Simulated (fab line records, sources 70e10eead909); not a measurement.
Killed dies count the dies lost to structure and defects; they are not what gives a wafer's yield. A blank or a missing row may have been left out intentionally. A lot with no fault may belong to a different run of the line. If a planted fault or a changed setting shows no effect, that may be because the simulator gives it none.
Which of the tools did it? | flow nand harc | Sampling: 10 lots, 30 wafers, 5 of 1302 route steps

== WHAT EACH GAUGE READ, for each wafer ==
NHARC_END_SORT_01.
lot  | measured     | on        | killed at array
L902 | day 25 16:46 | prober-01 | 671 672 672
L905 | day 27 07:25 | prober-01 | 671 675 671
L912 | day 30 09:41 | prober-01 | 37 49 43
L911 | day 30 20:06 | prober-02 | 59 52 52
L913 | day 31 04:52 | prober-01 | 66 66 64
L914 | day 30 09:40 | prober-02 | 68 54 46
L916 | day 31 09:13 | prober-02 | 47 55 47

== TOOL THAT RAN EACH LOT (tool first, then ch and the chambers of the sampled wafers, then the start) ==
lot  | NHARC_A_STAIRCASE_DESCUM_186       | NHARC_A_STAIRCASE_TRIM_193                    | NHARC_A_STAIRCASE_TRIM_196         | NHARC_A_STAIRCASE_TRIM_200
L899 | rie diel-11 ch 0,1,3, day 16 05:11 | rie diel-11 ch 0,1, day 16 06:47 or earlier   | rie diel-11 ch 1,2,3, day 16 06:47 | rie diel-11 ch 0,2,3, no start
L902 | rie diel-02 ch 1,2, day 17 19:17   | rie diel-02 ch 0,1,3, day 17 20:24 or earlier | rie diel-02 ch 1,2, day 17 20:24   | rie diel-02 ch 0,1,2, day 25 16:46 or earlier
L905 | rie diel-11 ch 1,3, day 18 18:46   | rie diel-11 ch 1,2,3, day 18 20:19 or earlier | rie diel-11 ch 0,1,3, day 18 20:19 | rie diel-11 ch 2,3, day 27 07:25 or earlier
L912 | rie diel-10 ch 0,1,3, day 21 21:04 | rie diel-10 ch 1,2, day 21 22:11 or earlier   | rie diel-11 ch 0,1,3, day 21 22:11 | rie diel-11 ch 0,2, day 30 09:41 or earlier
L911 | rie diel-10 ch 0,2,3, day 22 03:29 | rie diel-10 ch 1,2, day 22 04:39 or earlier   | rie diel-02 ch 0,3, day 22 04:39   | rie diel-02 ch 0,1, day 30 20:06 or earlier
L913 | rie diel-11 ch 1,2,3, day 22 09:58 | rie diel-11 ch 1,2,3, day 22 11:17 or earlier | rie diel-02 ch 0,2, day 22 11:17   | rie diel-02 ch 2,3, day 31 04:52 or earlier
L914 | rie diel-10 ch 1,2,3, day 22 10:29 | rie diel-10 ch 0,1,2, day 22 11:54 or earlier | rie diel-10 ch 1,2,3, day 22 11:54 | rie diel-10 ch 0,1,2, day 30 09:40 or earlier
L915 | rie diel-11 ch 2,3, day 22 23:25   | rie diel-11 ch 2,3, day 23 00:34 or earlier   | rie diel-11 ch 0,2,3, day 23 00:34 | rie diel-11 ch 0,1,2, no start
L916 | rie diel-11 ch 0,1,3, day 23 06:24 | rie diel-11 ch 1,3, day 23 09:22 or earlier   | rie diel-02 ch 1,3, day 23 09:22   | rie diel-02 ch 0,1,3, day 31 09:13 or earlier
L921 | rie diel-11 ch 0,1, day 24 22:29   | rie diel-11 ch 0,1, day 24 23:51 or earlier   | rie diel-10 ch 0,1,3, day 24 23:51 | rie diel-10 ch 0,3, no start
- NHARC_A_STAIRCASE_DESCUM_186: chemistry O2, time 3 s.
- NHARC_A_STAIRCASE_TRIM_193: chemistry O2, time 211.2 s.
- NHARC_A_STAIRCASE_TRIM_196: chemistry O2, time 211.2 s.
- NHARC_A_STAIRCASE_TRIM_200: chemistry O2, time 211.2 s.

== THE ANSWER, worked out from the rows above alone ==
Rule: the lots themselves supply what counts as usual. The widest of any qualifying gaps counts: lots, ordered by their means at a reading, are off when they make up no more than a third of the lots, leave a main group of 4 or more, and stand apart from it by 3 or more times the standard deviation of that group's means. A main group is skipped when, at the precision printed for the reading in the tables above, its means are all equal. Also off: a lot with no number at a reading for which 4 or more lots have one. The other lots that the step has rows for count as sound.
Off: L902, L905 (NHARC_END_SORT_01, killed at array). Main group: mean 54, sd 7.4. Neither off nor sound, because the step has no rows for them: L899, L915, L921.
A tool fits if, at a process step before that reading, it ran every lot that is off, and no sound lot after the first of them. Those tools and the gauges at NHARC_END_SORT_01 are tried in the same way. Because NHARC_A_STAIRCASE_TRIM_193 lacks a start for some lots, the hours and order of its lots are taken from NHARC_A_STAIRCASE_TRIM_196. Because NHARC_A_STAIRCASE_TRIM_200 lacks a start for some lots, the hours and order of its lots are taken from NHARC_END_SORT_01. Of those tried, none fits.

== WHAT HAD BEEN PUT IN BY THE SIMULATOR ==
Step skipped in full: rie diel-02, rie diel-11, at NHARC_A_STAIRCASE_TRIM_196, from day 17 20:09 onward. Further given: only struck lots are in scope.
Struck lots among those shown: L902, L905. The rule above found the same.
